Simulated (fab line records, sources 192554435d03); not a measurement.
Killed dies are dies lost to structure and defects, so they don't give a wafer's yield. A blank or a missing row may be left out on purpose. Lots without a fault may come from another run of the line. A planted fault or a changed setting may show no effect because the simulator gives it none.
Split-lot experiment | flow n5_finfet | 7 lots, 21 wafers read, on a route of 1938 steps

THE SPLIT
At N5_BEOL_M4_EXPOSE_25 (exposes mask V3, defocus 5 nm), the setting dose_mj was moved away from the recipe's 63 on 8 of the 21 wafers read, by -7.4% to +5.5%. The other wafers ran this setting at the recipe's value.

FROM THE SPLIT TO THE READING: what the file shows between them, 2 steps
- N5_BEOL_M4_PEB_26: peb time 60 s
- N5_BEOL_M4_DEVELOP_27: develop time 30 s

THE READING
cd_nm, in nm, at N5_BEOL_M4_CD_MEAS_28 (target cd 26.2 nm, target cd y 24.1 nm). Fault-free wafers of this fab line usually give 26.27 nm, standard deviation 0.25 nm.

wafer  | tool, chamber at the split | dose_mj as run | against the recipe | cd_nm, nm | against lot-mates on the recipe
L076.1 | euv_scanner-02, 0          | 64.6           | +2.5%              | 26.72     | +0.65
L076.2 | euv_scanner-02, 0          | 63             | recipe             | 26.07     | -
L076.5 | euv_scanner-02, 0          | 64.6           | +2.5%              | 26.58     | +0.51
L078.1 | euv_scanner-01, 0          | 63             | recipe             | 26.45     | -
L078.3 | euv_scanner-01, 0          | 58.35          | -7.4%              | 25.04     | -1.29
L078.6 | euv_scanner-01, 0          | 63             | recipe             | 26.21     | -
L081.1 | euv_scanner-01, 0          | 63             | recipe             | 26.20     | -
L081.4 | euv_scanner-01, 0          | 63             | recipe             | 26.10     | -
L081.5 | euv_scanner-01, 0          | 63             | recipe             | 26.41     | -
L086.1 | euv_scanner-01, 0          | 63             | recipe             | 26.74     | -
L086.3 | euv_scanner-01, 0          | 66.46          | +5.5%              | 27.60     | +1.03
L086.6 | euv_scanner-01, 0          | 63             | recipe             | 26.40     | -
L093.1 | euv_scanner-01, 0          | 63             | recipe             | 26.06     | -
L093.5 | euv_scanner-01, 0          | 63             | recipe             | 26.34     | -
L093.6 | euv_scanner-01, 0          | 63             | recipe             | 26.23     | -
L094.1 | euv_scanner-02, 0          | 65.24          | +3.6%              | 26.54     | +0.61
L094.2 | euv_scanner-02, 0          | 63             | recipe             | 25.93     | -
L094.6 | euv_scanner-02, 0          | 65.24          | +3.6%              | 26.77     | +0.84
L095.2 | euv_scanner-02, 0          | 63             | recipe             | 26.53     | -
L095.3 | euv_scanner-02, 0          | 65.36          | +3.7%              | 27.32     | +0.79
L095.4 | euv_scanner-02, 0          | 65.36          | +3.7%              | 26.56     | +0.03

THE FIT
A straight line over all 21 wafers: cd_nm changes by +0.172 nm for each +1% of dose_mj; r = +0.88; the points scatter about the line by 0.25 nm.
The same after taking each lot's own level away (the mean of its wafers on the recipe; 21 wafers): +0.174 nm for each +1%; r = +0.93; scatter 0.19 nm.
On that fit, the largest move of dose_mj shifts the reading by 1.3 nm.
The lots' own levels span 25.930 to 26.570 nm, that is 2.6 times the standard deviation above.
So the lot-to-lot level changes the slope little: the two slopes agree.
Check: with one of the wafers moved furthest among these (-7.4%) left out of the fit, the line predicts -1.27 nm for it against its lot-mates. It came out at -1.29 nm against them.

OTHER SPLITS ON THESE WAFERS
These wafers also went through other splits before the reading. Each is held against what the fit with the lots' levels taken away leaves over:
other split on the same wafers    | wafers away from the commonest value | r with cd_nm (lot level and that fit taken away)
N5_BEOL_M3_TRENCH_ETCH_37 time_s  | 7                                    | +0.06
N5_BEOL_M3_ETCH_41 target_depth_a | 10                                   | -0.11

THE FILE'S OWN FIT
cd_nm changes by +0.176 nm for each +1% of dose_mj, r = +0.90.
